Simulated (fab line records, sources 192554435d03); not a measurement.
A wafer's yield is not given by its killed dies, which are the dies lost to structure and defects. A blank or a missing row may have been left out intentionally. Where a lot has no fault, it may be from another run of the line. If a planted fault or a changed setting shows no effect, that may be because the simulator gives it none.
Matching of chambers ; flow n5 finfet ; 4 sister chambers for N5_DUMMY_REMOVAL_HM_STRIP_01 on rie diel-02
The step strips SiNx in CH3F/O2, stops on poly-Si, target depth 4 nm, time 6.8 s. 16 wafers are shown with their chamber, then 8 later ones without.

== WAFERS PAIRED WITH THEIR CHAMBERS ==
wafer;chamber;showerhead plenum p Torr (Torr);drypump motor current A (A);oes product au (a.u.)
L078.1;2;1.94;5.3;0.67
L078.2;0;2.07;6.1;0.57
L078.3;3;2.04;5.2;0.76
L078.4;3;2.04;5.2;0.76
L078.5;2;1.94;5.3;0.67
L078.6;0;2.07;6.1;0.57
L079.1;1;2.12;6.6;0.78
L079.4;0;2.07;6.1;0.58
L079.6;0;2.07;6.1;0.57
L080.1;1;2.12;6.6;0.77
L080.4;0;2.07;6.2;0.57
L080.6;0;2.07;6.1;0.57
L081.1;2;1.94;5.3;0.66
L081.2;0;2.06;6.1;0.57
L081.3;3;2.04;5.2;0.76
L081.4;1;2.12;6.5;0.76

SIGNATURES, as means of the wafers listed above
reading;chamber 0;chamber 1;chamber 2;chamber 3;scatter within a chamber
showerhead plenum p Torr;2.0686;2.1200;1.9400;2.0400;0.00267
drypump motor current A;6.114;6.567;5.300;5.200;0.0356
oes product au;0.5714;0.7700;0.6667;0.7600;0.00542
Rule: a wafer lies at a distance from a chamber equal to the root of the sum of squares, over the readings, of (its reading less the chamber's mean, divided by the reading's scatter). If the next closest chamber is less than 2 further off than the closest, the wafer can't be placed; otherwise it belongs to the closest. The scatter: take each reading less its chamber's mean, square it, sum over the shown wafers, divide by the number of wafers less the number of chambers, and take the root.

== WAFERS MISSING THEIR CHAMBER ==
wafer;showerhead plenum p Torr (Torr);drypump motor current A (A);oes product au (a.u.)
L081.5;2.06;6.1;0.57
L081.6;2.04;5.2;0.75
L090.3;2.12;6.5;0.73
L090.4;2.04;5.2;0.73
L090.5;2.06;6.1;0.56
L093.1;2.12;6.5;0.72
L093.4;1.94;5.3;0.65
L093.6;2.12;6.5;0.73

== THE CHAMBER EACH PASSED THROUGH ==
wafer;from the rows above;in truth
L081.5;0;0
L081.6;3;3
L090.3;1;1
L090.4;3;3
L090.5;0;0
L093.1;1;1
L093.4;2;2
L093.6;1;1
Placed correctly: 8 of 8. Can't be placed from these rows: 0. Wrongly placed: 0.
